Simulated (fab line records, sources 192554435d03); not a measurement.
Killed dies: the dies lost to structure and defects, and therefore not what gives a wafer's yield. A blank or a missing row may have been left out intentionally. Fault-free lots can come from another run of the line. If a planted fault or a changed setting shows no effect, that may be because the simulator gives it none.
fab line records -- flow n5-finfet
record lots=7, wafers=21
route steps=1938 shown BEOL_M15@1819 MIM_BOT_ETCH@1866 PAD_METAL@1895
start-h: hours from the record's opening day to when the first of the lot's shown wafers began -- wait-h: hours from the lot's prior step to this one -- " the same as in the row above -- L1.1+2: several wafers, shown together as one row -- - no value, or no start was given -- * or withheld: withheld -- < > ~ a bound
route shown NAME@n: NAME is a module with steps in the file, n the number in the route of the first one -- usual: the fault-free wafers' mean and standard deviation -- same: alike in all rows -- chamber/n: place in a boat -- sites: the reading at each site -- _std_site: the values' standard deviation -- _edge_site: inner sites' mean taken away from outer sites' mean -- radius-mm: for every site, how far away it sits from the centre of the wafer -- mask NAME#n: copy n -- behind: the tool/chamber that last shaped the wafer -- hold: why the lot was held/for how many hours/how that ended -- device: which transistor (n, p or np) failed to switch -- end of line: tests run on the same wafers once the route is complete -- for a step that has no rows: nothing shown but its recipe -- killed: at the first sort, the dies lost to defects and structure; wafer yield is something else -- map: the dies of a wafer, with x for killed, . for not killed, _ for no die there
set.NAME: the setting as run; set.NAME@STEP: as run at that earlier step -- model.NAME: the simulator's own value behind a step, which no gauge read
lots with deliberately changed settings; one table per step, one row per wafer
## steps
# step N5_BEOL_M15_SPUTTER_43
# recipe material=TaN, target-thk-a=150, temp-c=50, bias-v=168.6, power-w=15000, chamber-pressure-pa=0.12, time-s=24.19
lot.wafer,tool,chamber,start-h,wait-h,set.time-s,model.TaN_of_BEOL_M15_SPUTTER_43.thk-nm
L077.1+5,pvd-sputter-02,-,374.84,0.0,24.19,14.8
L077.2,pvd-sputter-02,-,374.84,0.0,25.75,15.8
L078.1+2+4,pvd-sputter-03,-,375.29,0.0,24.19,15.2
L079.2,pvd-sputter-02,-,389.02,0.0,24.19,14.6
L079.5,pvd-sputter-02,-,389.02,0.0,25.15,15.6
L079.6,pvd-sputter-02,-,389.02,0.0,24.19,15
L080.3,pvd-sputter-01,-,398.70,0.0,24.19,15
L080.4,pvd-sputter-01,-,398.70,0.0,25.5,16
L080.6,pvd-sputter-01,-,398.70,0.0,24.19,15.2
L085.2+6,pvd-sputter-02,-,402.43,0.0,24.19,14.8
L085.5,pvd-sputter-02,-,402.43,0.0,24.19,15
L092.3,pvd-sputter-03,-,444.06,0.0,20.89,12.8
L092.4+6,pvd-sputter-03,-,444.06,0.0,24.19,15
L094.2,pvd-sputter-02,-,466.24,0.0,24.19,15
L094.3,pvd-sputter-02,-,466.24,0.0,23.06,14.4
L094.6,pvd-sputter-02,-,466.24,0.0,24.19,15.2
# step N5_MIM_BOT_ETCH_ETCH_04
# recipe chemistry=CF4/O2, target=SiNx, target-depth-a=260, time-s=13, ion-energy-ev=100, pressure-mtorr=40, source-w=535, bias-w=49, Ar_flow_sccm=100, cf4-flow-sccm=100, O2_flow_sccm=10
lot.wafer,tool,chamber,start-h,wait-h,set.time-s,model.etch.depth-nm
L077.1,rie-diel-05,1,380.73,0.0,15.64,31.29
L077.2,rie-diel-05,2,380.73,0.0,13,25.37
L077.5,rie-diel-05,3,380.73,0.0,13,26.83
L078.1,rie-diel-05,3,381.66,0.0,13,26.8
L078.2,rie-diel-05,0,381.66,0.0,13,26.29
L078.4,rie-diel-05,1,381.66,0.0,13,26.05
L079.2,rie-diel-01,0,394.30,0.0,11.12,21.95
L079.5,rie-diel-01,1,394.30,0.0,11.12,22.65
L079.6,rie-diel-01,2,394.30,0.0,13,26.89
L080.3,rie-diel-05,3,403.81,0.0,13,26.46
L080.4,rie-diel-05,1,403.81,0.0,11.27,22.53
L080.6,rie-diel-05,1,403.81,0.0,11.27,22.63
L085.2,rie-diel-04,2,408.91,0.0,14.1,27.64
L085.5,rie-diel-04,3,408.91,0.0,14.1,30.27
L085.6,rie-diel-04,2,408.91,0.0,13,25.78
L092.3,rie-diel-05,0,451.75,0.0,10.53,21.7
L092.4,rie-diel-05,1,451.75,0.0,13,25.72
L092.6,rie-diel-05,2,451.75,0.0,10.53,20.5
L094.2+6,rie-diel-04,2,473.70,0.0,13,25.81
L094.3,rie-diel-04,0,473.70,0.0,13,26.99
# step N5_PASSIVATION_SPUTTER_20
# recipe material=TaN, target-thk-a=500, temp-c=25, chamber-pressure-pa=0.4
lot.wafer,tool,chamber,start-h,wait-h,set.target-thk-a,model.TaN_of_PASSIVATION_SPUTTER_20.thk-nm
L078.1,pvd-sputter-02,-,385.66,0.0,500,50
L078.2,pvd-sputter-02,-,385.66,0.0,500,49.6
L078.4,pvd-sputter-02,-,385.66,0.0,500,49.8
L077.1+5,pvd-sputter-02,-,386.16,0.0,500,49.8
L077.2,pvd-sputter-02,-,386.16,0.0,552.6,55
L079.2,pvd-sputter-01,-,397.74,0.0,500,50.4
L079.5,pvd-sputter-01,-,397.74,0.0,500,50.6
L079.6,pvd-sputter-01,-,397.74,0.0,548.6,55.4
L080.3+4,pvd-sputter-02,-,406.49,0.0,500,50.2
L080.6,pvd-sputter-02,-,406.49,0.0,500,50.6
L085.2+5,pvd-sputter-01,-,414.92,0.0,470.4,47.2
L085.6,pvd-sputter-01,-,414.92,0.0,470.4,47.4
L092.3,pvd-sputter-01,-,454.74,0.0,500,50.6
L092.4,pvd-sputter-01,-,454.74,0.0,470.3,46.8
L092.6,pvd-sputter-01,-,454.74,0.0,500,50.2
L094.2,pvd-sputter-03,-,477.40,0.0,464.2,47.4
L094.3+6,pvd-sputter-03,-,477.40,0.0,500,51
# step N5_PASSIVATION_AL_DEP_21
# recipe material=Al, target-thk-a=28000, temp-c=400, time-s=170, power-w=30000, chamber-pressure-pa=0.4, gas=Ar
lot.wafer,tool,chamber,start-h,wait-h,set.time-s,model.Al_of_PASSIVATION_AL_DEP_21.thk-nm
L078.1,pvd-sputter-02,-,385.76,0.1,170,2747
L078.2,pvd-sputter-02,-,385.76,0.1,170,2761
L078.4,pvd-sputter-02,-,385.76,0.1,170,2754
L077.1,pvd-sputter-02,-,386.26,0.1,170,2730
L077.2,pvd-sputter-02,-,386.26,0.1,170,2728
L077.5,pvd-sputter-02,-,386.26,0.1,180.1,2876
L079.2,pvd-sputter-01,-,397.84,0.1,170,2791
L079.5,pvd-sputter-01,-,397.84,0.1,177.8,2927
L079.6,pvd-sputter-01,-,397.84,0.1,170,2806
L080.3,pvd-sputter-02,-,406.59,0.1,170,2829
L080.4,pvd-sputter-02,-,406.59,0.1,186.2,3054
L080.6,pvd-sputter-02,-,406.59,0.1,186.2,3079
L085.2,pvd-sputter-01,-,415.02,0.1,170,2787
L085.5,pvd-sputter-01,-,415.02,0.1,170,2779
L085.6,pvd-sputter-01,-,415.02,0.1,177.2,2911
L092.3,pvd-sputter-01,-,454.84,0.1,170,2846
L092.4,pvd-sputter-01,-,454.84,0.1,153.6,2504
L092.6,pvd-sputter-01,-,454.84,0.1,170,2800
L094.2,pvd-sputter-03,-,477.50,0.1,170,2846
L094.3,pvd-sputter-03,-,477.50,0.1,170,2869
L094.6,pvd-sputter-03,-,477.50,0.1,194.5,3269
## key
split step=N5_BEOL_M15_SPUTTER_43, setting=time-s, stated=24.19, by=wafer
response step=N5_BEOL_M15_SPUTTER_43, reading=model.TaN_of_BEOL_M15_SPUTTER_43.thk-nm, change=+0.162, per=1%, r=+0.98
split step=N5_MIM_BOT_ETCH_ETCH_04, setting=time-s, stated=13, by=wafer
response step=N5_MIM_BOT_ETCH_ETCH_04, reading=model.etch.depth-nm, change=+0.274, per=1%, r=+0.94
split step=N5_PASSIVATION_SPUTTER_20, setting=target-thk-a, stated=500, by=wafer
response step=N5_PASSIVATION_SPUTTER_20, reading=model.TaN_of_PASSIVATION_SPUTTER_20.thk-nm, change=+0.512, per=1%, r=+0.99
split step=N5_PASSIVATION_AL_DEP_21, setting=time-s, stated=170, by=wafer
response step=N5_PASSIVATION_AL_DEP_21, reading=model.Al_of_PASSIVATION_AL_DEP_21.thk-nm, change=+28.5, per=1%, r=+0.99
